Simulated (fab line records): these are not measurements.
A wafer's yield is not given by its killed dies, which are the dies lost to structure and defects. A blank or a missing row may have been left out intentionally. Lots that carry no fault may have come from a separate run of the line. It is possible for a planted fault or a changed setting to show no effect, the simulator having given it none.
Split-lot experiment + flow n5-finfet + 7 lots, 21 wafers read, on a route of 1938 steps

## ON THE SPLIT
At N5_SD_EPI_P_COAT_34 (time 60 s, resist thk 350 nm), the setting spin-rpm was moved away from the recipe's 1500 rpm on 6 of the 21 wafers read, by -8.1% to +8.3%. The other wafers ran this setting at the recipe's value.

Reading taken at the split's own step.

## THE READING
SOC_of_SD_EPI_P_COAT_34.thk-nm (the simulator's own value, which no gauge read), in nm, at N5_SD_EPI_P_COAT_34 (time 60 s, resist thk 350 nm). The file gives no usual value for it. Average 349.3 nm, standard deviation 0.89 nm, over the 15 wafers here run with the recipe.

| wafer  | tool, chamber at the split | spin-rpm as run, rpm | against the recipe | SOC_of_SD_EPI_P_COAT_34.thk-nm, nm | against lot-mates on the recipe |
|--------|----------------------------|----------------------|--------------------|------------------------------------|---------------------------------|
| L074.1 | litho-track-05, 0          | 1625                 | +8.3%              | 336                                | -12.5                           |
| L074.3 | litho-track-05, 0          | 1500                 | recipe             | 348.4                              | -                               |
| L074.5 | litho-track-05, 0          | 1500                 | recipe             | 348.6                              | -                               |
| L075.2 | litho-track-05, 0          | 1500                 | recipe             | 348.6                              | -                               |
| L075.3 | litho-track-05, 0          | 1379                 | -8.1%              | 364.6                              | +14.8                           |
| L075.5 | litho-track-05, 0          | 1500                 | recipe             | 351                                | -                               |
| L079.2 | litho-track-04, 0          | 1500                 | recipe             | 349.6                              | -                               |
| L079.3 | litho-track-04, 0          | 1584                 | +5.6%              | 341                                | -8.6                            |
| L079.4 | litho-track-04, 0          | 1584                 | +5.6%              | 340                                | -9.6                            |
| L080.1 | litho-track-05, 0          | 1395                 | -7.0%              | 362.2                              | +11.8                           |
| L080.2 | litho-track-05, 0          | 1395                 | -7.0%              | 363.4                              | +13.0                           |
| L080.6 | litho-track-05, 0          | 1500                 | recipe             | 350.4                              | -                               |
| L083.1 | litho-track-05, 0          | 1500                 | recipe             | 349                                | -                               |
| L083.6 | litho-track-05, 0          | 1500                 | recipe             | 349                                | -                               |
| L083.3 | litho-track-05, 0          | 1500                 | recipe             | 348.2                              | -                               |
| L084.1 | litho-track-05, 0          | 1500                 | recipe             | 349.8                              | -                               |
| L084.2 | litho-track-05, 0          | 1500                 | recipe             | 349.2                              | -                               |
| L084.3 | litho-track-05, 0          | 1500                 | recipe             | 348.8                              | -                               |
| L096.1 | litho-track-02, 0          | 1500                 | recipe             | 348.4                              | -                               |
| L096.3 | litho-track-02, 0          | 1500                 | recipe             | 351                                | -                               |
| L096.4 | litho-track-02, 0          | 1500                 | recipe             | 348.8                              | -                               |

FIT RESULTS
A straight line over all 21 wafers: SOC_of_SD_EPI_P_COAT_34.thk-nm changes by -1.76 nm for each +1% of spin-rpm; r = -0.99; the points scatter about the line by 1 nm.
The same after taking each lot's own level away (the mean of its wafers on the recipe; 21 wafers): -1.69 nm for each +1%; r = -0.99; scatter 0.82 nm.
On that fit, the largest move of spin-rpm shifts the reading by 14 nm.
Across the lots, their own levels run from 348.50 to 350.40 nm, a range of 2.1 times the standard deviation given above.
Consequently the slope shifts little with the lot-to-lot level, the two slopes agreeing.
Check: with one of the wafers moved furthest among these (+8.3%) left out of the fit, the line predicts -14.4 nm for it against its lot-mates. It came out at -12.5 nm against them.

## THE OTHER SPLITS THESE WAFERS WENT THROUGH
Before the reading, these wafers also passed through other splits. Each is held against what the fit with the lots' levels taken away leaves over:
| other split on the same wafers        | wafers away from the commonest value | r with SOC_of_SD_EPI_P_COAT_34.thk-nm (lot level and that fit taken away) |
|---------------------------------------|--------------------------------------|---------------------------------------------------------------------------|
| N5_SD_EPI_N_DEVELOP_08 develop-time-s | 9                                    | +0.21                                                                     |

## FILE'S OWN FIT
SOC_of_SD_EPI_P_COAT_34.thk-nm changes by -1.68 nm for each +1% of spin-rpm, r = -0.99.
